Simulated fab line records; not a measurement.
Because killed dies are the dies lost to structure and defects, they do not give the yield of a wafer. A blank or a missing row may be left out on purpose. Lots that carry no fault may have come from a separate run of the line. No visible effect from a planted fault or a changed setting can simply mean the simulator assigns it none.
What tool caused it? + flow nand-harc + 39 wafers from 13 lots sampled at 6 of the route's 1302 steps

== WHAT EACH GAUGE READ, for each wafer ==
NHARC_P_GATE_CD_MEAS_26: target cd 120 nm.
| lot  | measured     | on        | cd-nm (nm)        |
|------|--------------|-----------|-------------------|
| L521 | day 5 00:41  | cd-sem-01 | 120.6 119.9 120.6 |
| L522 | day 5 05:29  | cd-sem-02 | 119.3 119.7 119.6 |
| L524 | day 6 03:40  | cd-sem-02 | 119.6 119.8 120.0 |
| L527 | day 7 16:06  | cd-sem-02 | 119.7 119.8 119.8 |
| L528 | day 8 00:47  | cd-sem-03 | 119.9 120.2 120.0 |
| L529 | day 8 12:02  | cd-sem-01 | 120.6 120.7 120.2 |
| L534 | day 10 12:04 | cd-sem-02 | 120.3 120.4 120.0 |
| L535 | day 11 02:58 | cd-sem-03 | 136.7 136.4 136.2 |
| L537 | day 11 19:32 | cd-sem-03 | 136.4 135.9 136.7 |
| L540 | day 12 23:48 | cd-sem-01 | 119.4 120.4 119.6 |
| L541 | day 13 10:46 | cd-sem-01 | 119.5 118.3 119.0 |
| L543 | day 14 05:33 | cd-sem-03 | 120.3 120.6 120.9 |
| L544 | day 14 21:09 | cd-sem-01 | 121.1 120.9 120.6 |

NHARC_P_GATE_OVL_MEAS_27.
| lot  | measured     | on         | overlay-x-nm (nm) | overlay-y-nm (nm) |
|------|--------------|------------|-------------------|-------------------|
| L521 | day 5 00:46  | overlay-01 | 0.5 -0.1 0.5      | 0.0 -0.4 -0.4     |
| L522 | day 5 05:34  | overlay-01 | 0.9 -0.1 -0.3     | -2.5 -2.8 -3.2    |
| L524 | day 6 03:46  | overlay-02 | 0.3 -0.2 0.2      | -0.2 -0.1 0.2     |
| L527 | day 7 16:11  | overlay-02 | -0.1 -0.3 0.1     | -0.7 0.0 0.1      |
| L528 | day 8 00:52  | overlay-01 | -0.1 0.4 0.3      | -0.1 0.0 0.8      |
| L529 | day 8 12:07  | overlay-02 | -0.3 -0.5 -0.7    | -0.2 -0.1 0.0     |
| L534 | day 10 12:09 | overlay-02 | -1.5 -1.1 -1.3    | -2.1 -1.1 -1.3    |
| L535 | day 11 03:03 | overlay-01 | 0.2 -0.6 -0.3     | -0.3 -0.3 -0.2    |
| L537 | day 11 19:37 | overlay-01 | -0.2 -0.2 -0.4    | -0.5 -0.5 -1.2    |
| L540 | day 12 23:53 | overlay-02 | 0.4 0.0 -0.5      | 0.5 -0.2 0.1      |
| L541 | day 13 10:51 | overlay-01 | -1.7 -1.0 -1.0    | 0.8 1.4 1.2       |
| L543 | day 14 05:38 | overlay-02 | -1.3 -0.7 -0.3    | 0.5 0.3 0.8       |
| L544 | day 14 21:14 | overlay-02 | -1.3 -1.1 -1.2    | -0.1 0.5 0.0      |

NHARC_END_SORT_01.
| lot  | measured     | on        | killed-at-array | killed-at-other | killed-at-periphery | killed-dies | killed-open | killed-short |
|------|--------------|-----------|-----------------|-----------------|---------------------|-------------|-------------|--------------|
| L521 | day 24 19:20 | prober-01 | 64 53 55        | 0 0 0           | 3 0 5               | 67 53 60    | 3 3 4       | 7 1 4        |
| L529 | day 28 12:28 | prober-01 | 79 92 86        | 1 2 0           | 7 6 7               | 87 100 93   | 3 6 3       | 4 2 2        |
| L535 | day 30 09:19 | prober-02 | 69 76 92        | 0 0 0           | 62 70 72            | 131 146 164 | 3 2 2       | 0 1 6        |
| L537 | day 32 00:22 | prober-01 | 50 57 46        | 0 0 0           | 88 71 72            | 138 128 118 | 3 4 4       | 2 4 4        |

== EACH LOT AND THE TOOL THAT RAN IT (in order: tool; ch and the chambers of the sampled wafers; start) ==
| lot  | NHARC_P_STI_CMP_21            | NHARC_P_GATE_HM_DEP_102       | NHARC_P_GATE_PEB_24               |
|------|-------------------------------|-------------------------------|-----------------------------------|
| L521 | cmp-04 ch 0,3, day 3 15:11    | acl-dep-02 ch 0, day 4 23:34  | litho-track-04 ch 0, day 5 00:36  |
| L522 | cmp-04 ch 0,1,2, day 3 22:58  | acl-dep-02 ch 0, day 5 04:16  | litho-track-06 ch 0, day 5 05:25  |
| L524 | cmp-04 ch 2,3, day 4 19:46    | acl-dep-01 ch 0, day 6 02:32  | litho-track-01 ch 0, day 6 03:35  |
| L527 | cmp-03 ch 0,2,3, day 6 04:50  | acl-dep-01 ch 0, day 7 15:05  | litho-track-04 ch 0, day 7 16:01  |
| L528 | cmp-04 ch 0,2, day 6 12:16    | acl-dep-01 ch 0, day 7 23:26  | litho-track-04 ch 0, day 8 00:42  |
| L529 | cmp-03 ch 0,2,3, day 7 04:57  | acl-dep-03 ch 0, day 8 11:08  | litho-track-04 ch 0, day 8 11:56  |
| L534 | cmp-04 ch 0,2,3, day 9 01:28  | acl-dep-02 ch 0, day 10 10:50 | litho-track-01 ch 0, day 10 11:59 |
| L535 | cmp-03 ch 0,1,2, day 9 17:23  | acl-dep-03 ch 0, day 11 01:43 | litho-track-04 ch 0, day 11 02:53 |
| L537 | cmp-03 ch 1,2,3, day 10 09:10 | acl-dep-01 ch 0, day 11 18:11 | litho-track-04 ch 0, day 11 19:27 |
| L540 | cmp-03 ch 1,2,3, day 11 15:46 | acl-dep-02 ch 0, day 12 22:34 | litho-track-01 ch 0, day 12 23:43 |
| L541 | cmp-04 ch 1,2,3, day 11 23:50 | acl-dep-01 ch 0, day 13 09:31 | litho-track-06 ch 0, day 13 10:41 |
| L543 | cmp-04 ch 0,1,2, day 12 21:56 | acl-dep-03 ch 0, day 14 04:19 | litho-track-04 ch 0, day 14 05:28 |
| L544 | cmp-03 ch 0,1,2, day 13 10:43 | acl-dep-01 ch 0, day 14 19:56 | litho-track-06 ch 0, day 14 21:04 |
- NHARC_P_STI_CMP_21: polishes, t overpolish 20 s, target thk 380.67 nm.
- NHARC_P_GATE_HM_DEP_102: deposits aC, target thk 120 nm.
- NHARC_P_GATE_PEB_24: peb time 65 s.

== WHAT THE TOOLS THEMSELVES READ (means of the sampled wafers that have a number; where no wafer has one, the mark that the record gives instead) ==
NHARC_P_STI_CMP_21.
| lot  | tool   | motor-current-A (A) | overpolish-run-s (s) | slurry-filter-dp-kPa (kPa) |
|------|--------|---------------------|----------------------|----------------------------|
| L521 | cmp-04 | 11.9                | 20.000               | 13.52                      |
| L522 | cmp-04 | 13.9                | 20.008               | 13.46                      |
| L524 | cmp-04 | 14.3                | 19.999               | 13.64                      |
| L527 | cmp-03 | 12.1                | 20.002               | 13.49                      |
| L528 | cmp-04 | 13.9                | 19.998               | 13.54                      |
| L529 | cmp-03 | 11.5                | 20.008               | 13.40                      |
| L534 | cmp-04 | 12.9                | 20.006               | 13.43                      |
| L535 | cmp-03 | 11.4                | 19.999               | 13.55                      |
| L537 | cmp-03 | 11.3                | 19.997               | 13.43                      |
| L540 | cmp-03 | 12.0                | 20.003               | 13.44                      |
| L541 | cmp-04 | 13.2                | 20.003               | 13.63                      |
| L543 | cmp-04 | 13.6                | 19.995               | 13.40                      |
| L544 | cmp-03 | 11.6                | 20.005               | 13.50                      |

NHARC_P_GATE_HM_DEP_102.
| lot  | tool       | throttle-valve-pct (%) |
|------|------------|------------------------|
| L521 | acl-dep-02 | 35.002                 |
| L522 | acl-dep-02 | 34.992                 |
| L524 | acl-dep-01 | 35.000                 |
| L527 | acl-dep-01 | 35.005                 |
| L528 | acl-dep-01 | 34.993                 |
| L529 | acl-dep-03 | 35.006                 |
| L534 | acl-dep-02 | 34.997                 |
| L535 | acl-dep-03 | 34.997                 |
| L537 | acl-dep-01 | 35.007                 |
| L540 | acl-dep-02 | 34.992                 |
| L541 | acl-dep-01 | 34.999                 |
| L543 | acl-dep-03 | 35.012                 |
| L544 | acl-dep-01 | 35.011                 |

NHARC_P_GATE_PEB_24.
| lot  | tool           | heater-power-total-W (W) | plate-temp-C (C) |
|------|----------------|--------------------------|------------------|
| L521 | litho-track-04 | 156.8                    | 99.93            |
| L522 | litho-track-06 | 156.8                    | 100.10           |
| L524 | litho-track-01 | 156.2                    | 99.97            |
| L527 | litho-track-04 | 157.1                    | 100.09           |
| L528 | litho-track-04 | 156.6                    | 100.05           |
| L529 | litho-track-04 | 156.5                    | 100.05           |
| L534 | litho-track-01 | 156.7                    | 99.87            |
| L535 | litho-track-04 | 147.8                    | 95.77            |
| L537 | litho-track-04 | 147.1                    | 95.84            |
| L540 | litho-track-01 | 156.5                    | 99.96            |
| L541 | litho-track-06 | 156.8                    | 99.98            |
| L543 | litho-track-04 | 156.3                    | 99.93            |
| L544 | litho-track-06 | 156.7                    | 100.09           |

== THE ANSWER, worked out from the rows above alone ==
Rule: the lots themselves supply what counts as usual. Put in order of their means at a reading, lots are off if they are a third of the lots or fewer, leave a main group of 4 or more, and stand apart from it by a gap of 3 or more times the standard deviation of the main group's means; of several such gaps the widest counts. If all means in a main group match to the digits the tables above print for the reading, that group is not used. Also off: a lot with no number at a reading for which 4 or more lots have one. All remaining lots with rows at the step are treated as sound. After the gauges, taken in route order, come the tools' own readings; for these a lot's mean is taken, as printed above. At the first step where some lot is off, the reading lying furthest off is the one used; lots without a number count as furthest.
Off: L535, L537 (NHARC_P_GATE_CD_MEAS_26, cd-nm). The main group has a mean of 120.0 nm with a standard deviation of 0.52.
A tool fits if, at a process step before that reading, it ran every lot that is off, and no sound lot after the first of them. The gauges at NHARC_P_GATE_CD_MEAS_26 aren't tried: what is off there is off at NHARC_P_GATE_PEB_24 too, on other tools, and a gauge's error can't cause that. No candidate that was tried fits.

== WHAT WAS PUT IN BY THE SIMULATOR ==
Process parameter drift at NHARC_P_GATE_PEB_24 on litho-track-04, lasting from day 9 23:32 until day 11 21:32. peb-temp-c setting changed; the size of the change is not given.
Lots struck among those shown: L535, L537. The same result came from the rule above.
